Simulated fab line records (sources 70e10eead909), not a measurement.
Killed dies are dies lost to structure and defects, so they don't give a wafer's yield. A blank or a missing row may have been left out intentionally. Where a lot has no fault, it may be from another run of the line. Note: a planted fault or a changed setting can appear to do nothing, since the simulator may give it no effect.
A struck lot beside a sound one	flow nand-harc	40 out of 1302 route steps
Sound: wafers L298.3, L298.4, L298.5. Struck: wafers L307.1, L307.3 (left out: L307.4, a lot-mate that was not struck); the cause follows at the end.
For every step that has rows: the tool of each side, followed by ch and its chambers, followed by its first start. Under that, the readings that differ: sound wafers	struck wafers	difference of the means	sigmas: that difference in standard deviations of wafers without a fault.
alike: words and numbers the same on both sides, and readings whose means are apart by under 2 such deviations; not compared: readings that were withheld, readings missing a value for some wafer, numbers with overlapping values and no deviation given by the record, and bounds like >300 which may hide the same value.
A row with sigmas, a row that says differs or no value, or rows on one side alone: a step with any of these is where the two part. Numbers that don't overlap but have no deviation are shown without sigmas and don't part them. A reading that every wafer of one side lacks parts them only if that side has two wafers or more.

first, 4 steps without rows for these wafers: NHARC_P_CONTACT_ETCH_35 (etches the open film in CF4, target depth 39 nm, time 65 s); NHARC_P_CONTACT_ETCH_36 (etches the open film in N2/H2, target depth 260 nm, time 406.25 s); NHARC_P_CONTACT_ETCH_18 (etches the open film in C4F8/O2/Ar, target depth 481 nm, time 240.5 s); NHARC_P_CONTACT_STRIP_37 (strips in C4F8/O2/Ar).
NHARC_P_CONTACT_ETCH_31: etches the open film in CH3F/O2, target depth 30 nm, time 85.7 s.
  sound: rie-diel-13 ch 0,1,2; struck: rie-diel-13 ch 0,1
  alike: drypump-motor-current-A, oes-product-au, rf-vpp-V, showerhead-plenum-p-Torr, throttle-valve-pct
  not compared: rf-hours-counter-h
NHARC_P_CONTACT_CD_MEAS_19:
  struck on cd-sem-03, day 11 03:08; sound on cd-sem-02, day 7 11:04
  alike: cd-nm
NHARC_P_CONTACT_STRIP_28: strips in O2.
  sound on rie-diel-13 ch 0,1,2, day 7 11:09; struck on rie-diel-04 ch 0,2, day 11 03:14
  alike: drypump-motor-current-A, oes-product-au, rf-vpp-V, showerhead-plenum-p-Torr, throttle-valve-pct
  not compared: rf-hours-counter-h
then, 1 step without rows for these wafers: NHARC_P_CONTACT_STRIP_29 (strips in post etch residue remover, time 1200 s).
NHARC_P_CONTACT_DEGAS_38: time 60 s.
  struck on pvd-sputter-02, day 11 03:52; sound on pvd-sputter-03, day 7 11:49
  alike: heater-power-w
then, 3 steps without rows for these wafers: NHARC_P_CONTACT_PRE_CLEAN_39 (time 19.5 s); NHARC_P_CONTACT_PVD_32 (deposits Ti, target thk 5 nm, time 17.7 s); NHARC_P_CONTACT_ALD_22 (deposits TiN, target thk 3 nm, pulse time 1 s, ald cycles 150).
NHARC_P_CONTACT_CVD_23: deposits W, target thk 200 nm, time 557 s.
  sound on cvd-w-01 ch 0,1, day 7 12:26; struck on cvd-w-02 ch 0, day 11 04:18
  alike: heater-power-w, throttle-valve-pct
then, 12 steps without rows for these wafers: NHARC_P_CONTACT_CMP_24 (polishes, t overpolish 30 s, target thk 200 nm); NHARC_P_CONTACT_SRD_26; NHARC_P_M0_DEP_00 (deposits SiOC, target thk 150 nm); NHARC_P_M0_DEHYDRATE_01 (time 120 s); NHARC_P_M0_HMDS_02 (time 30 s); NHARC_P_M0_COAT_33 (time 65 s); NHARC_P_M0_COAT_03 (resist thk 90 nm); NHARC_P_M0_SOFTBAKE_04 (time 55 s); NHARC_P_M0_EBR_05; NHARC_P_M0_EXPOSE_06 (exposes mask P M0, target cd 90 nm); NHARC_P_M0_PEB_07 (peb time 65 s); NHARC_P_M0_DEVELOP_08 (develop time 35 s).
NHARC_P_M0_CD_MEAS_09: the cd target is 90 nm.
  sound on cd-sem-01 ch 0, day 7 14:12; struck on cd-sem-02 ch 0, day 11 06:15
  alike: cd-nm
NHARC_P_M0_OVL_MEAS_10: pitch 180 nm.
  struck on overlay-01, day 11 06:20; sound on overlay-02, day 7 14:17
  alike: overlay-x-nm, overlay-y-nm
then, 3 steps without rows for these wafers: NHARC_P_M0_DESCUM_14 (chemistry O2, time 3 s); NHARC_P_M0_ETCH_34 (etches the open film in N2/H2, target depth 40 nm, overetch 12 nm, time 43.94 s); NHARC_P_M0_ETCH_15 (etches the open film in C4F8/Ar, target depth 150 nm, overetch 15 nm, time 82.5 s).
NHARC_P_M0_CD_MEAS_16:
  struck on cd-sem-02, day 11 06:44; sound on cd-sem-01, day 7 14:58
  alike: cd-nm
NHARC_P_M0_STRIP_18: strips in N2/H2.
  sound on rie-diel-03 ch 1,3, day 7 15:03; struck on rie-diel-11 ch 2,3, day 11 06:49
  alike: drypump-motor-current-A, oes-product-au, rf-vpp-V, showerhead-plenum-p-Torr, throttle-valve-pct
  not compared: rf-hours-counter-h
then, 1 step without rows for these wafers: NHARC_P_M0_STRIP_19 (strips in post etch residue remover, time 600 s).
NHARC_P_M0_DEGAS_28: time 60 s.
  struck on pvd-sputter-01, day 11 07:21; sound on pvd-sputter-02, day 7 15:34
  alike: heater-power-w
then, 5 steps without rows for these wafers: NHARC_P_M0_PRE_CLEAN_29 (time 30 s); NHARC_P_M0_PVD_20 (deposits TaN, target thk 5 nm, time 8.06 s); NHARC_P_M0_PVD_21 (deposits Cu, target thk 30 nm, time 20.49 s); NHARC_P_M0_ECD_22 (material Cu, target thk 400 nm); NHARC_P_M0_ANNEAL_30 (time 90 s).
-- the record jumps here: 18 days lie between the struck wafers' starts before and after (it left off in module P_M0 and takes up again in module END, whose first step shown is number 1302 of the route) --
NHARC_END_SORT_01:
  the record has rows for the struck wafers here (prober-02 ch 0, day 29 07:56) and none for the sound ones

== WHERE THEY PART ==
NHARC_END_SORT_01 only, going by this record.

WHY: what the simulator had put in
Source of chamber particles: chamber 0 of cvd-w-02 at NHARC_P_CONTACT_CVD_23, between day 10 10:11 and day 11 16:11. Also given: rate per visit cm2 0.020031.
